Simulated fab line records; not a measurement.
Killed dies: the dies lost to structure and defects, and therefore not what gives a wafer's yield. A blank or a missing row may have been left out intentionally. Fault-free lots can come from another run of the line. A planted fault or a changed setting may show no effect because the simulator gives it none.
2 desks, one fault | flow n5Finfet | each desk holds nothing but its own numbers, with what lay behind them at the end

## THE TOOL OWNER'S DESK: rieDiel-04
The tool's own readings at N5_BEOL_M2_ETCH_63 (etches SiARC in CF4, target depth 15.6 nm, time 26 s): means of the sampled wafers that have a number, for each lot that ran on this tool. Marked OUT: a lot whose mean sits more than 4 standard deviations from the usual mean, which makes it out of limits; the brackets give that distance. 7 of its 8 readings are shown, namely those furthest out on some lot.
Columns: A = biasW at N5_BEOL_M2_ETCH_63, usual 35.98 W; B = cf4FlowSccm at N5_BEOL_M2_ETCH_63, usual 99.95 sccm; C = drypumpMotorCurrentA at N5_BEOL_M2_ETCH_63, usual 5.7 A; D = oesProductAu at N5_BEOL_M2_ETCH_63, usual 0.69 a.u.; E = rfVppV at N5_BEOL_M2_ETCH_63, usual 184.6 V; F = showerheadPlenumPTorr at N5_BEOL_M2_ETCH_63, usual 2.19 Torr; G = throttleValvePct at N5_BEOL_M2_ETCH_63, usual 15.4 %
lot  | first seen here | A     | B      | C   | D    | E     | F    | G
L670 | day 11 07:06    | 35.99 | 100.10 | 5.9 | 0.71 | 184.2 | 2.19 | 15.4
L674 | day 12 04:02    | 35.89 | 99.94  | 6.1 | 0.61 | 183.8 | 2.17 | 16.0
L677 | day 12 06:47    | 35.94 | 99.75  | 5.8 | 0.69 | 183.9 | 2.16 | 15.3
This desk found nothing out of limits on any of the 3 lots.

## AT THE METROLOGY DESK
Means of the sampled wafers that have a number, per lot and without regard to the tool the lot ran on: this is what the gauges read. Marked OUT: a lot whose mean sits more than 4 standard deviations from the usual mean, which makes it out of limits; the brackets give that distance. 7 of its 12 readings are shown, namely those furthest out on some lot.
Columns: A = M1_RS at N5_BEOL_M1_RS_MEAS_58, usual 0.67 ohm/sq; B = DIBL_N at N5_BEOL_M4_RC_MEAS_101, usual 36.0 mV/V; C = DIBL_P at N5_BEOL_M4_RC_MEAS_101, usual 35.6 mV/V; D = IOFF_P at N5_BEOL_M4_RC_MEAS_101, usual 0.19 nA/um; E = ION_P at N5_BEOL_M4_RC_MEAS_101, usual 455 uA/um; F = VT_N at N5_BEOL_M4_RC_MEAS_101, usual 251 mV; G = VT_P at N5_BEOL_M4_RC_MEAS_101, usual -253 mV
lot  | first seen here | A    | B    | C    | D    | E   | F   | G
L656 | day 6 18:07     | 0.66 | 35.4 | 34.9 | 0.15 | 447 | 255 | -258
L657 | day 7 06:24     | 0.66 | 35.8 | 35.1 | 0.17 | 446 | 252 | -253
L658 | day 7 16:13     | 0.63 | 36.4 | 35.9 | 0.20 | 458 | 248 | -252
L659 | day 7 18:02     | 0.66 | -    | -    | -    | -   | -   | -
L660 | day 7 21:01     | 0.69 | -    | -    | -    | -   | -   | -
L661 | day 8 03:19     | 0.67 | -    | -    | -    | -   | -   | -
L663 | day 8 16:51     | 0.72 | 33.7 | 32.9 | 0.18 | 454 | 255 | -253
L669 | day 11 04:04    | 0.68 | 36.9 | 36.4 | 0.19 | 461 | 250 | -250
L670 | day 11 05:46    | 0.74 | 36.3 | 37.6 | 0.19 | 454 | 249 | -256
L671 | day 11 09:17    | 0.61 | 34.7 | 35.3 | 0.19 | 455 | 250 | -251
L672 | day 11 20:44    | 0.68 | 37.9 | 36.1 | 0.20 | 461 | 248 | -251
L674 | day 12 01:40    | 0.67 | 37.6 | 37.1 | 0.21 | 457 | 247 | -252
L675 | day 12 04:07    | 0.67 | 35.6 | 35.0 | 0.19 | 454 | 254 | -253
L677 | day 12 06:00    | 0.66 | 34.1 | 35.4 | 0.15 | 445 | 255 | -261
L678 | day 12 12:40    | 0.68 | 35.4 | 34.6 | 0.20 | 460 | 251 | -250
This desk found nothing out of limits on any of the 15 lots.

## TAKEN TOGETHER
The desk of the tool owner found nothing out of limits.
The metrology desk saw nothing out of limits.

## WHAT THE SIMULATOR HAD PUT IN
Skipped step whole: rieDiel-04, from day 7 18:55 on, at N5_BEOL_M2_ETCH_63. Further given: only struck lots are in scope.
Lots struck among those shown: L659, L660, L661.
